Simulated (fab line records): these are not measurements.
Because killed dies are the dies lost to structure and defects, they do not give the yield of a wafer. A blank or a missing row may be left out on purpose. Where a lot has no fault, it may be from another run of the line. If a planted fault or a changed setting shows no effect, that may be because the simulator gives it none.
fab line records	flow n5_finfet
record: lots: 24	wafers: 72	last_day: 19
route steps=1938 shown BEOL_M10@1534 BEOL_M11@1536 BEOL_M12@1635
lots with no fault: from the same line, run without faults
start_h: hours from the record's first day to the start of the lot's first wafer shown	wait_h: hours elapsed since this lot's preceding step	" unchanged from the row above	L1.1+2: several wafers, shown together as one row	- no value present, or no start provided	* or withheld: withheld	< > ~ a bound
route shown NAME@n: NAME is a module with steps in the file, n the number in the route of the first one	usual: the fault-free wafers' mean and standard deviation	same: alike in all rows	chamber/n: place in a boat	sites: the reading at each site	_std_site: standard deviation across them	_edge_site: mean of outer sites minus mean of inner sites	radius_mm: how far each site lies from the wafer's centre	mask NAME#n: copy n	behind: tool/chamber where the wafer was last shaped	hold: reason for holding the lot/hours on hold/outcome of the hold	device: whichever transistor did not switch (one of n, p or np)	end of line: tests of these same wafers at the route's end	a step given without rows: its recipe and nothing more	killed: at the first sort, the dies lost to defects and structure; wafer yield is something else	map: a wafer's dies, marking killed ones x, the rest . and places with no die _
set.NAME: the setting as run; set.NAME@STEP: as run at that earlier step	model.NAME: the simulator's own value behind a step, which no gauge read
a sample of lots followed through the steps of the route, with each step as a table and each wafer as a row
services: when a tool's chamber went out of use (start_h, in hours from the record's first day, below 0 if earlier), for how many hours, and the reason
== steps ==
step: N5_BEOL_M10_RS_MEAS_57
recipe: thk_meas_gauge: four-point-probe	reads: Cu_of_BEOL_M10_ECD_50+Co_of_BEOL_M10_CVD_75+TaN_of_BEOL_M10_ALD_74
usual: M10_RS: 0.152/0.0041
lot.wafer	tool	chamber	start_h	wait_h	M10_RS[ohm/sq]
L074.1	film_metro-01	-	250.11	0.1	0.147
L074.4	"	-	"	"	0.150
L074.6	"	-	"	"	0.145
L075.1	film_metro-01	-	250.50	0.1	0.157
L075.2	"	-	"	"	0.153
L075.6	"	-	"	"	0.154
L078.2	film_metro-02	-	297.92	0.1	0.151
L078.3	"	-	"	"	0.156
L078.6	"	-	"	"	0.159
L077.4	film_metro-01	-	300.61	0.0	0.152
L077.5	"	-	"	"	0.153
L077.6	"	-	"	"	0.149
L080.2	film_metro-01	-	320.08	0.1	0.157
L080.4	"	-	"	"	0.152
L080.5	"	-	"	"	0.153
L079.1	film_metro-01	-	322.42	0.1	0.155
L079.4	"	-	"	"	0.156
L079.6	"	-	"	"	0.151
L081.1	film_metro-02	-	327.85	0.1	0.149
L081.2	"	-	"	"	0.145
L081.6	"	-	"	"	0.150
L082.1	film_metro-02	-	336.23	0.1	0.147
L082.3	"	-	"	"	0.152
L082.4	"	-	"	"	0.152
L083.2	film_metro-01	-	345.06	0.1	0.154
L083.3	"	-	"	"	0.154
L083.6	"	-	"	"	0.156
L085.1	film_metro-01	-	358.85	0.1	0.148
L085.4	"	-	"	"	0.148
L085.6	"	-	"	"	0.155
L084.1	film_metro-01	-	359.58	0.1	0.151
L084.3	"	-	"	"	0.156
L084.4	"	-	"	"	0.148
L087.1	film_metro-02	-	360.32	0.1	0.154
L087.2	"	-	"	"	0.148
L087.5	"	-	"	"	0.155
L086.2	film_metro-01	-	361.06	0.1	0.150
L086.4	"	-	"	"	0.156
L086.5	"	-	"	"	0.157
L089.2	film_metro-02	-	367.49	0.1	0.161
L089.3	"	-	"	"	0.155
L089.5	"	-	"	"	0.151
L076.3	film_metro-01	-	368.03	0.1	0.147
L076.4	"	-	"	"	0.151
L076.6	"	-	"	"	0.152
L090.2	film_metro-02	-	377.50	0.1	0.161
L090.4	"	-	"	"	0.151
L090.6	"	-	"	"	0.158
L091.2	film_metro-01	-	391.29	0.1	0.150
L091.5	"	-	"	"	0.152
L091.6	"	-	"	"	0.154
L088.2	film_metro-01	-	394.08	0.1	0.143
L088.3	"	-	"	"	0.148
L088.6	"	-	"	"	0.153
L092.1	film_metro-01	-	394.19	0.1	0.152
L092.2	"	-	"	"	0.150
L092.4	"	-	"	"	0.143
L095.2	film_metro-01	-	402.44	0.1	0.143
L095.5	"	-	"	"	0.144
L095.6	"	-	"	"	0.147
L094.1	film_metro-02	-	404.49	0.1	0.148
L094.3	"	-	"	"	0.142
L094.4	"	-	"	"	0.150
L093.2	film_metro-01	-	404.89	0.1	0.152
L093.4	"	-	"	"	0.152
L093.6	"	-	"	"	0.148
L096.2	film_metro-02	-	406.23	0.1	0.151
L096.5	"	-	"	"	0.153
L096.6	"	-	"	"	0.151
L097.1	film_metro-02	-	409.79	0.1	0.146
L097.5	"	-	"	"	0.153
L097.6	"	-	"	"	0.147
step: N5_BEOL_M11_ILD_DEP_00
recipe: material: SiCOH_lowk	target_thk_a: 3085.1	temp_c: 300	precursor: DEMS/porogen	pressure_torr: 5	rf_w: 500	time_s: 58
usual: heater_power_w: 337/46	showerhead_plenum_p_Torr: 5.740/0.02	showerhead_vpp_V: 1360/81	throttle_valve_pct: 13.9/0.88
lot.wafer	tool	chamber	start_h	wait_h	heater_power_w	showerhead_plenum_p_Torr	showerhead_vpp_V	throttle_valve_pct
L074.1	pecvd-01	1	250.18	0.0	330	5.724	1287	12.3
L074.4	"	2	"	"	274	5.737	1364	13.5
L074.6	"	0	"	"	314	5.719	1407	13.8
L075.1	pecvd-01	0	250.56	0.0	330	5.719	1429	13.8
L075.2	"	2	"	"	253	5.714	1396	13.6
L075.6	"	0	"	"	336	5.732	1400	13.7
L078.2	pecvd-01	2	297.99	0.0	306	5.742	1378	13.6
L078.3	"	1	"	"	387	5.747	1251	12.4
L078.6	"	2	"	"	313	5.732	1416	13.5
L077.4	pecvd-04	2	300.71	0.1	255	5.760	1330	14.0
L077.5	"	1	"	"	361	5.742	1357	15.5
L077.6	"	0	"	"	376	5.718	1554	13.7
L080.2	pecvd-02	0	320.14	0.0	294	5.706	1320	14.1
L080.4	"	2	"	"	279	5.748	1361	13.7
L080.5	"	0	"	"	307	5.701	1326	13.7
L079.1	pecvd-02	0	322.48	0.0	305	5.710	1348	13.6
L079.4	"	1	"	"	326	5.746	1248	14.9
L079.6	"	2	"	"	282	5.758	1359	13.8
L081.1	pecvd-01	0	327.91	0.0	311	5.738	1393	13.8
L081.2	"	1	"	"	382	5.741	1261	12.2
L081.6	"	0	"	"	322	5.735	1397	13.7
L082.1	pecvd-04	1	336.29	0.0	396	5.763	1359	15.4
L082.3	"	0	"	"	409	5.725	1524	14.0
L082.4	"	1	"	"	411	5.754	1340	15.9
L083.2	pecvd-04	0	345.12	0.0	405	5.731	1510	14.0
L083.3	"	1	"	"	447	5.765	1351	15.7
L083.6	"	1	"	"	363	5.747	1341	15.6
L085.1	pecvd-02	0	358.92	0.0	300	5.716	1335	13.9
L085.4	"	1	"	"	340	5.763	1222	15.0
L085.6	"	0	"	"	313	5.700	1333	13.7
L084.1	pecvd-02	2	359.64	0.0	349	5.762	1352	13.3
L084.3	"	0	"	"	296	5.711	1318	14.0
L084.4	"	0	"	"	299	5.723	1341	13.6
L087.1	pecvd-02	1	360.38	0.0	317	5.752	1258	15.3
L087.2	"	2	"	"	331	5.743	1301	13.7
L087.5	"	2	"	"	335	5.763	1335	13.8
L086.2	pecvd-02	2	361.12	0.0	316	5.761	1305	13.7
L086.4	"	2	"	"	323	5.763	1342	13.7
L086.5	"	1	"	"	334	5.781	1210	15.4
L089.2	pecvd-01	2	367.56	0.0	304	5.726	1367	13.8
L089.3	"	0	"	"	312	5.730	1404	13.8
L089.5	"	0	"	"	319	5.736	1413	13.9
L076.3	pecvd-01	0	368.10	0.0	339	5.740	1393	13.9
L076.4	"	2	"	"	269	5.731	1373	13.6
L076.6	"	0	"	"	266	5.735	1402	13.8
L090.2	pecvd-04	0	377.57	0.0	413	5.725	1538	13.8
L090.4	"	2	"	"	256	5.773	1346	13.8
L090.6	"	0	"	"	406	5.736	1547	13.9
L091.2	pecvd-04	1	391.36	0.0	444	5.757	1349	15.5
L091.5	"	0	"	"	357	5.728	1539	13.9
L091.6	"	1	"	"	447	5.763	1370	15.5
L088.2	pecvd-01	0	394.14	0.0	318	5.729	1426	14.0
L088.3	"	2	"	"	276	5.731	1389	13.2
L088.6	"	1	"	"	359	5.733	1264	12.4
L092.1	pecvd-02	0	394.25	0.0	319	5.710	1321	13.9
L092.2	"	2	"	"	308	5.762	1342	13.7
L092.4	"	2	"	"	322	5.748	1348	13.9
L095.2	pecvd-01	0	402.50	0.0	315	5.731	1410	13.8
L095.5	"	0	"	"	331	5.737	1407	13.7
L095.6	"	1	"	"	304	5.738	1314	12.6
L094.1	pecvd-01	2	404.57	0.0	289	5.735	1394	13.9
L094.3	"	1	"	"	332	5.735	1271	12.4
L094.4	"	1	"	"	349	5.739	1303	12.6
L093.2	pecvd-01	2	404.95	0.0	307	5.726	1362	13.8
L093.4	"	0	"	"	333	5.719	1404	13.8
L093.6	"	2	"	"	320	5.753	1376	13.6
L096.2	pecvd-04	1	406.29	0.0	442	5.765	1356	15.4
L096.5	"	0	"	"	418	5.720	1527	13.8
L096.6	"	2	"	"	323	5.769	1327	13.6
L097.1	pecvd-04	1	409.85	0.0	409	5.747	1357	15.6
L097.5	"	1	"	"	415	5.761	1358	15.8
L097.6	"	2	"	"	300	5.758	1338	14.0
step: N5_BEOL_M11_CURE_71
recipe: temp_c: 385	time_s: 240	ambient: He/Ar	material: SiCOH_lowk
usual: lamp_power_pct: 52.32/0.059	wafer_temp_C_max: 386.6/0.48
lot.wafer	tool	chamber	start_h	wait_h	lamp_power_pct	wafer_temp_C_max
L074.1	uv_cure-03	1	250.25	0.0	52.37	386.8
L074.4	"	1	"	"	52.37	386.7
L074.6	"	1	"	"	52.36	387.3
L075.1	uv_cure-02	0	250.64	0.0	52.30	386.5
L075.2	"	0	"	"	52.34	386.1
L075.6	"	0	"	"	52.29	386.3
L078.2	uv_cure-02	0	298.15	0.1	52.38	386.6
L078.3	"	0	"	"	52.30	386.4
L078.6	"	0	"	"	52.41	386.4
L077.4	uv_cure-02	1	301.24	0.5	52.23	387.1
L077.5	"	1	"	"	52.32	386.5
L077.6	"	1	"	"	52.42	386.6
L080.2	uv_cure-02	0	320.31	0.1	52.35	386.3
L080.4	"	0	"	"	52.31	387.0
L080.5	"	0	"	"	52.26	386.4
L079.1	uv_cure-02	0	322.57	0.1	52.37	386.0
L079.4	"	0	"	"	52.28	385.8
L079.6	"	0	"	"	52.30	387.3
L081.1	uv_cure-03	0	327.99	0.0	52.29	387.5
L081.2	"	0	"	"	52.21	387.8
L081.6	"	0	"	"	52.36	386.7
L082.1	uv_cure-01	1	336.40	0.1	52.31	386.5
L082.3	"	1	"	"	52.34	386.5
L082.4	"	1	"	"	52.23	385.9
L083.2	uv_cure-03	0	345.31	0.2	52.39	387.9
L083.3	"	0	"	"	52.21	387.5
L083.6	"	0	"	"	52.41	387.1
L085.1	uv_cure-01	1	359.00	0.0	52.48	386.1
L085.4	"	1	"	"	52.35	386.0
L085.6	"	1	"	"	52.36	386.5
L084.1	uv_cure-02	0	359.84	0.2	52.30	386.6
L084.3	"	0	"	"	52.34	386.3
L084.4	"	0	"	"	52.29	386.6
L087.1	uv_cure-02	0	360.46	0.0	52.31	386.7
L087.2	"	0	"	"	52.31	387.0
L087.5	"	0	"	"	52.34	386.7
L086.2	uv_cure-01	2	361.28	0.1	52.31	386.5
L086.4	"	2	"	"	52.35	386.5
L086.5	"	2	"	"	52.27	386.2
L089.2	uv_cure-01	0	367.71	0.1	52.31	387.4
L089.3	"	0	"	"	52.34	387.3
L089.5	"	0	"	"	52.33	387.4
L076.3	uv_cure-01	2	368.33	0.2	52.22	386.5
L076.4	"	2	"	"	52.35	386.6
L076.6	"	2	"	"	52.26	386.2
L090.2	uv_cure-02	0	377.74	0.1	52.30	386.3
L090.4	"	0	"	"	52.41	386.4
L090.6	"	0	"	"	52.25	386.5
L091.2	uv_cure-01	2	391.71	0.3	52.28	386.6
L091.5	"	2	"	"	52.29	386.6
L091.6	"	2	"	"	52.18	387.0
L088.2	uv_cure-01	1	394.30	0.1	52.32	386.0
L088.3	"	1	"	"	52.26	386.4
L088.6	"	1	"	"	52.26	385.9
L092.1	uv_cure-02	1	394.36	0.1	52.28	386.6
L092.2	"	1	"	"	52.39	386.7
L092.4	"	1	"	"	52.30	386.7
L095.2	uv_cure-03	1	402.66	0.1	52.40	387.4
L095.5	"	1	"	"	52.31	387.0
L095.6	"	1	"	"	52.33	386.8
L094.1	uv_cure-01	1	404.65	0.0	52.30	386.0
L094.3	"	1	"	"	52.21	385.7
L094.4	"	1	"	"	52.45	386.2
L093.2	uv_cure-03	1	405.11	0.1	52.40	386.8
L093.4	"	1	"	"	52.26	386.5
L093.6	"	1	"	"	52.34	387.6
L096.2	uv_cure-02	0	406.45	0.1	52.16	386.6
L096.5	"	0	"	"	52.31	386.3
L096.6	"	0	"	"	52.33	386.2
L097.1	uv_cure-02	2	409.93	0.0	52.35	387.1
L097.5	"	2	"	"	52.36	386.9
L097.6	"	2	"	"	52.28	387.1
step: N5_BEOL_M11_INSPECT_30
recipe: mode: adi	inspect_instrument: brightfield
usual: raw_defect_count: 446/120
lot.wafer	tool	chamber	start_h	wait_h	raw_defect_count
L074.1	defect_inspect-01	-	253.85	0.0	310
L074.4	"	-	"	"	322
L074.6	"	-	"	"	299
L075.1	defect_inspect-02	-	254.02	0.0	409
L075.2	"	-	"	"	528
L075.6	"	-	"	"	498
L078.2	defect_inspect-01	-	301.38	0.0	398
L078.3	"	-	"	"	297
L078.6	"	-	"	"	439
L077.4	defect_inspect-02	-	305.47	0.0	607
L077.5	"	-	"	"	517
L077.6	"	-	"	"	738
L080.2	defect_inspect-02	-	325.10	0.0	522
L080.4	"	-	"	"	565
L080.5	"	-	"	"	426
L079.1	defect_inspect-02	-	325.26	0.0	333
L079.4	"	-	"	"	337
L079.6	"	-	"	"	306
L081.1	defect_inspect-02	-	332.52	0.0	650
L081.2	"	-	"	"	359
L081.6	"	-	"	"	355
L082.1	defect_inspect-01	-	342.45	0.0	358
L082.3	"	-	"	"	358
L082.4	"	-	"	"	370
L083.2	defect_inspect-02	-	353.11	0.0	372
L083.3	"	-	"	"	372
L083.6	"	-	"	"	395
L085.1	defect_inspect-02	-	361.24	0.0	492
L085.4	"	-	"	"	443
L085.6	"	-	"	"	323
L084.1	defect_inspect-02	-	364.47	0.0	601
L084.3	"	-	"	"	405
L084.4	"	-	"	"	452
L087.1	defect_inspect-02	-	364.80	0.0	527
L087.2	"	-	"	"	512
L087.5	"	-	"	"	541
L086.2	defect_inspect-02	-	365.89	0.0	405
L086.4	"	-	"	"	338
L086.5	"	-	"	"	288
L089.2	defect_inspect-02	-	373.90	0.0	478
L089.3	"	-	"	"	388
L089.5	"	-	"	"	429
L076.3	defect_inspect-02	-	374.09	0.0	651
L076.4	"	-	"	"	752
L076.6	"	-	"	"	430
L090.2	defect_inspect-02	-	383.58	0.0	556
L090.4	"	-	"	"	584
L090.6	"	-	"	"	480
L091.2	defect_inspect-02	-	399.60	0.0	540
L091.5	"	-	"	"	337
L091.6	"	-	"	"	349
L088.2	defect_inspect-02	-	401.63	0.0	497
L088.3	"	-	"	"	501
L088.6	"	-	"	"	585
L092.1	defect_inspect-02	-	403.61	0.0	332
L092.2	"	-	"	"	462
L092.4	"	-	"	"	579
L095.2	defect_inspect-02	-	406.41	0.0	540
L095.5	"	-	"	"	726
L095.6	"	-	"	"	563
L093.2	defect_inspect-02	-	410.20	0.0	315
L093.4	"	-	"	"	357
L093.6	"	-	"	"	291
L096.2	defect_inspect-02	-	410.37	0.0	500
L096.5	"	-	"	"	424
L096.6	"	-	"	"	459
L094.1	defect_inspect-02	-	410.54	0.0	280
L094.3	"	-	"	"	360
L094.4	"	-	"	"	394
L097.1	defect_inspect-02	-	413.43	0.0	572
L097.5	"	-	"	"	433
L097.6	"	-	"	"	469
step: N5_BEOL_M11_PRE_CLEAN_45
recipe: gas: H2/He	time_s: 30	temp_c: 250
usual: heater_power_w: 327/26
lot.wafer	tool	chamber	start_h	wait_h	heater_power_w
L074.1	pvd_sputter-03	-	255.01	0.0	289
L074.4	"	-	"	"	375
L074.6	"	-	"	"	344
L075.1	pvd_sputter-03	-	255.67	0.0	286
L075.2	"	-	"	"	317
L075.6	"	-	"	"	378
L078.2	pvd_sputter-03	-	302.66	0.0	309
L078.3	"	-	"	"	287
L078.6	"	-	"	"	309
L077.4	pvd_sputter-02	-	306.56	0.0	320
L077.5	"	-	"	"	311
L077.6	"	-	"	"	328
L080.2	pvd_sputter-01	-	326.19	0.0	320
L080.4	"	-	"	"	356
L080.5	"	-	"	"	320
L079.1	pvd_sputter-02	-	326.97	0.0	315
L079.4	"	-	"	"	327
L079.6	"	-	"	"	318
L081.1	pvd_sputter-03	-	335.19	0.0	337
L081.2	"	-	"	"	290
L081.6	"	-	"	"	381
L082.1	pvd_sputter-02	-	343.92	0.0	325
L082.3	"	-	"	"	318
L082.4	"	-	"	"	298
L083.2	pvd_sputter-03	-	354.34	0.0	386
L083.3	"	-	"	"	284
L083.6	"	-	"	"	308
L085.1	pvd_sputter-01	-	364.49	0.0	362
L085.4	"	-	"	"	356
L085.6	"	-	"	"	320
L084.1	pvd_sputter-01	-	365.87	0.0	322
L084.3	"	-	"	"	353
L084.4	"	-	"	"	294
L087.1	pvd_sputter-01	-	366.13	0.0	360
L087.2	"	-	"	"	325
L087.5	"	-	"	"	348
L086.2	pvd_sputter-02	-	368.88	0.0	312
L086.4	"	-	"	"	288
L086.5	"	-	"	"	332
L089.2	pvd_sputter-02	-	375.08	0.0	315
L089.3	"	-	"	"	291
L089.5	"	-	"	"	301
L076.3	pvd_sputter-01	-	375.40	0.0	305
L076.4	"	-	"	"	365
L076.6	"	-	"	"	360
L090.2	pvd_sputter-01	-	384.88	0.0	304
L090.4	"	-	"	"	363
L090.6	"	-	"	"	345
L091.2	pvd_sputter-01	-	400.83	0.0	342
L091.5	"	-	"	"	327
L091.6	"	-	"	"	343
L088.2	pvd_sputter-01	-	404.05	0.0	344
L088.3	"	-	"	"	371
L088.6	"	-	"	"	321
L092.1	pvd_sputter-01	-	404.72	0.0	337
L092.2	"	-	"	"	293
L092.4	"	-	"	"	362
L095.2	pvd_sputter-03	-	408.92	1.2	373
L095.5	"	-	"	"	296
L095.6	"	-	"	"	381
L093.2	pvd_sputter-02	-	411.40	0.0	313
L093.4	"	-	"	"	329
L093.6	"	-	"	"	325
L096.2	pvd_sputter-03	-	411.59	0.0	336
L096.5	"	-	"	"	311
L096.6	"	-	"	"	328
L094.1	pvd_sputter-01	-	412.68	0.0	297
L094.3	"	-	"	"	344
L094.4	"	-	"	"	317
L097.1	pvd_sputter-03	-	414.91	0.0	381
L097.5	"	-	"	"	316
L097.6	"	-	"	"	374
step: N5_BEOL_M12_DESCUM_33
recipe: chemistry: O2	time_s: 7.9	source_power_w: 50	bias_power_w: 20	pressure_mtorr: 20	rf_frequency_hz: 2.712e+07	temp_c: 40	o2_flow_sccm: 225
usual: drypump_motor_current_A: 6.0/0.51	oes_product_au: 0.80/0.067	rf_vpp_V: 242.7/1.4	showerhead_plenum_p_Torr: 2.06/0.074	throttle_valve_pct: 20.42/0.18
lot.wafer	tool	chamber	start_h	wait_h	drypump_motor_current_A	oes_product_au	rf_hours_counter_h	rf_vpp_V	showerhead_plenum_p_Torr	throttle_valve_pct
L074.1	rie_diel-01	0	258.41	0.0	6.2	0.76	168	240.5	2.00	20.59
L074.4	"	3	"	"	5.1	0.72	188	240.1	1.91	20.26
L074.6	"	3	"	"	5.1	0.72	-	240.7	1.91	20.25
L075.1	rie_diel-03	2	258.96	0.2	6.7	0.82	83	243.3	2.11	20.56
L075.2	"	3	"	"	5.6	0.98	3	243.9	2.15	20.60
L075.6	"	2	"	"	6.7	0.82	-	243.1	2.11	20.55
L078.2	rie_diel-03	3	307.10	0.0	5.6	0.92	15	242.4	2.14	20.64
L078.3	"	0	"	"	6.0	0.79	108	241.4	2.01	20.45
L078.6	"	0	"	"	6.0	0.80	-	243.2	2.01	20.44
L077.4	rie_diel-03	0	313.07	0.0	6.0	0.80	110	242.9	2.01	20.44
L077.5	"	0	"	"	6.0	0.79	-	242.5	2.01	20.42
L077.6	"	3	"	"	5.6	0.93	-	243.2	2.14	20.60
L080.2	rie_diel-01	1	330.93	0.7	6.4	0.80	98	242.3	2.03	20.14
L080.4	"	3	"	"	5.1	0.72	-	239.6	1.90	20.27
L080.5	"	0	"	"	6.2	0.74	-	241.6	1.99	20.64
L079.1	rie_diel-01	1	331.95	0.3	6.4	0.79	99	241.8	2.03	20.17
L079.4	"	0	"	"	6.2	0.74	-	242.4	1.99	20.65
L079.6	"	3	"	"	5.1	0.72	-	239.3	1.90	20.28
L081.1	rie_diel-03	0	340.18	0.0	6.0	0.78	114	242.3	2.00	20.43
L081.2	"	2	"	"	6.8	0.80	101	242.9	2.11	20.60
L081.6	"	1	"	"	6.4	0.80	-	243.6	2.12	20.25
L082.1	rie_diel-05	0	348.69	0.0	5.4	0.79	101	244.7	2.09	20.23
L082.3	"	1	"	"	6.2	0.86	64	241.5	2.03	20.27
L082.4	"	3	"	"	5.5	0.83	54	240.3	2.04	20.11
L083.2	rie_diel-03	2	357.73	0.1	6.7	0.79	106	244.5	2.10	20.62
L083.3	"	3	"	"	5.6	0.90	26	245.2	2.14	20.63
L083.6	"	0	"	"	6.0	0.78	-	241.6	2.00	20.46
L085.1	rie_diel-03	0	367.67	0.0	6.0	0.78	123	242.5	2.00	20.46
L085.4	"	1	"	"	6.5	0.79	93	243.8	2.11	20.27
L085.6	"	1	"	"	6.5	0.79	-	243.6	2.11	20.28
L084.1	rie_diel-01	1	370.41	0.1	6.4	0.78	107	241.4	2.03	20.17
L084.3	"	0	"	"	6.2	0.72	210	241.3	1.99	20.67
L084.4	"	3	"	"	5.1	0.70	227	239.9	1.90	20.32
L087.1	rie_diel-03	2	370.46	0.1	6.7	0.78	112	243.8	2.10	20.61
L087.2	"	3	"	"	5.6	0.90	31	242.2	2.14	20.62
L087.5	"	0	"	"	6.0	0.78	-	243.3	2.00	20.46
L086.2	rie_diel-05	1	372.64	0.1	6.2	0.86	73	243.9	2.03	20.28
L086.4	"	0	"	"	5.3	0.78	-	243.2	2.08	20.26
L086.5	"	1	"	"	6.2	0.85	-	243.1	2.03	20.29
L089.2	rie_diel-01	1	379.17	0.3	6.5	0.78	110	241.6	2.03	20.17
L089.3	"	2	"	"	5.4	0.94	17	244.3	2.13	20.27
L089.5	"	2	"	"	5.4	0.94	-	244.3	2.13	20.27
L076.3	rie_diel-01	1	379.71	0.0	6.4	0.78	110	242.0	2.03	20.19
L076.4	"	0	"	"	6.2	0.73	214	241.5	1.99	20.66
L076.6	"	1	"	"	6.4	0.78	-	244.1	2.03	20.17
L090.2	rie_diel-03	3	388.31	0.1	5.6	0.88	38	242.9	2.14	20.63
L090.4	"	0	"	"	6.0	0.77	130	242.2	2.00	20.47
L090.6	"	0	"	"	6.0	0.77	-	241.7	2.00	20.46
L091.2	rie_diel-03	0	404.83	0.3	6.0	0.77	136	243.6	2.00	20.46
L091.5	"	3	"	"	5.6	0.87	-	244.3	2.13	20.64
L091.6	"	2	"	"	6.7	0.76	-	244.6	2.10	20.63
L088.2	rie_diel-03	2	407.73	0.1	6.7	0.77	125	242.4	2.10	20.64
L088.3	"	0	"	"	6.0	0.77	137	242.9	2.00	20.48
L088.6	"	3	"	"	5.6	0.87	-	243.9	2.13	20.64
L092.1	rie_diel-03	0	408.21	0.2	6.0	0.77	138	241.8	2.00	20.48
L092.2	"	3	"	"	5.6	0.87	45	242.9	2.13	20.65
L092.4	"	1	"	"	6.5	0.78	107	243.7	2.11	20.30
L095.2	rie_diel-01	1	413.12	0.2	6.4	0.77	124	241.5	2.02	20.20
L095.5	"	2	"	"	5.4	0.92	-	243.9	2.12	20.31
L095.6	"	3	"	"	5.1	0.68	-	238.8	1.89	20.33
L093.2	rie_diel-03	2	414.82	0.2	6.7	0.77	127	244.3	2.10	20.65
L093.4	"	3	"	"	5.6	0.88	47	243.8	2.13	20.64
L093.6	"	0	"	"	5.9	0.77	-	241.6	2.00	20.49
L096.2	rie_diel-05	0	415.27	0.4	5.4	0.76	128	243.8	2.08	20.29
L096.5	"	3	"	"	5.5	0.80	-	241.1	2.03	20.14
L096.6	"	0	"	"	5.4	0.76	-	242.7	2.08	20.27
L094.1	rie_diel-01	0	416.66	0.0	6.2	0.71	229	241.2	1.98	20.70
L094.3	"	3	"	"	5.1	0.68	246	239.5	1.89	20.34
L094.4	"	1	"	"	6.5	0.76	126	242.4	2.02	20.21
L097.1	rie_diel-03	2	420.61	0.0	6.7	0.77	130	243.0	2.10	20.64
L097.5	"	3	"	"	5.6	0.87	-	243.5	2.13	20.66
L097.6	"	2	"	"	6.7	0.77	-	242.5	2.10	20.64
== services ==
tool	chamber	start_h	hours	kind
rie_diel-05	2	229.83	7.1	repair
pvd_sputter-01	-	237.91	1.1	repair
pecvd-01	1	274.17	12.3	repair
pecvd-01	-	275.27	0.9	repair
uv_cure-01	-	279.90	0.5	repair
uv_cure-02	-	281.24	7.5	pm
pecvd-04	2	287.69	4.1	repair
uv_cure-03	-	289.04	7.5	pm
pecvd-04	-	289.55	6.0	pm
pecvd-02	-	298.59	3.4	repair
rie_diel-03	-	322.81	14.6	pm
pecvd-02	-	326.95	0.6	repair
pecvd-04	2	331.11	30.4	repair
pecvd-02	-	335.57	2.8	pm
rie_diel-01	1	341.15	22.0	repair
rie_diel-05	2	349.12	1.4	repair
uv_cure-01	-	355.77	0.8	repair
uv_cure-02	-	373.16	0.4	repair
uv_cure-01	-	377.69	6.0	pm
uv_cure-02	-	394.84	7.5	pm
rie_diel-05	3	395.52	5.8	repair
uv_cure-01	-	409.91	24.9	pm
pecvd-02	-	415.73	1.4	repair
pecvd-01	1	420.08	4.5	repair
== key ==
fault none
